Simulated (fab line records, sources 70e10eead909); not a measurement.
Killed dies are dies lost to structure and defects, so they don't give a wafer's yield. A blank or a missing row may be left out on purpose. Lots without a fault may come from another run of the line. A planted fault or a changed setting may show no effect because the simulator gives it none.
Tool commonality check | flow nand_harc | 1 lot, 3 wafers sampled

WHY IT WAS OPENED
At NHARC_END_SORT_01 the reading killed_at_periphery is flagged on 1 of 1 lot. Wafers without a fault read 4, standard deviation 3.1.
Rule: a lot is flagged when every wafer of it that has a number lies more than 4 standard deviations from that mean, or none has a number. The other lots count as sound.

lot  | measured     | on        | killed_at_periphery, wafer by wafer | flag
L370 | day 27 13:49 | prober-02 | 621 629 618                         | FLAGGED
The numbers of the flagged lots are 623 on average: +619 against the usual, or +99 or more standard deviations.

WHICH TOOL RAN EACH LOT
The record holds 4 process steps before the reading, out of a route of 1302 steps. In each cell: the tool, then ch and the chambers that the sampled wafers went through, then the start.
lot  | flag    | NHARC_P_ZERO_WELL_EXPOSE_49      | NHARC_P_GATE_ETCH_104 | NHARC_P_GATE_ETCH_32 | NHARC_P_GATE_STRIP_113
L370 | FLAGGED | krf_scanner-03 ch 0, day 4 23:34 | no row                | no row               | no row
What these steps do:
- NHARC_P_ZERO_WELL_EXPOSE_49: exposes mask P HVPW, target cd 2000 nm.
- NHARC_P_GATE_ETCH_104: etches the open film in CF4/CHF3, target depth 60 nm.
- NHARC_P_GATE_ETCH_32: etches the open film in HBr/Cl2, target depth 150 nm, time 100.1 s.
- NHARC_P_GATE_STRIP_113: strips in N2/H2, time 740 s.
- NHARC_END_SORT_01

FLAGGED OVER TOTAL, TOOL BY TOOL (the gauges that took the reading come last)
step                        | tool           | lots run | flagged | share of the flagged lots | sound lots run after its first flagged lot
NHARC_P_ZERO_WELL_EXPOSE_49 | krf_scanner-03 | 1        | 1       | all                       | 0
NHARC_END_SORT_01           | prober-02      | 1        | 1       | all                       | 0

WHAT THE TABLE ALLOWS
2 rows of the table ran every flagged lot: krf_scanner-03 at NHARC_P_ZERO_WELL_EXPOSE_49, prober-02 at NHARC_END_SORT_01.
- krf_scanner-03 at NHARC_P_ZERO_WELL_EXPOSE_49: 1 of its 1 lot flagged. It ran no sound lot before its first flagged lot in this sample, so the start can't be narrowed down.
- prober-02 at NHARC_END_SORT_01: 1 of its 1 lot flagged. It ran no sound lot before its first flagged lot in this sample, so the start can't be narrowed down.
Counting lots can't tell these 2 tools apart, because each fits a fault that began at some hour. More lots, or a look at what each step does to the wafer, might.

WHAT THE SIMULATOR HAD PUT IN
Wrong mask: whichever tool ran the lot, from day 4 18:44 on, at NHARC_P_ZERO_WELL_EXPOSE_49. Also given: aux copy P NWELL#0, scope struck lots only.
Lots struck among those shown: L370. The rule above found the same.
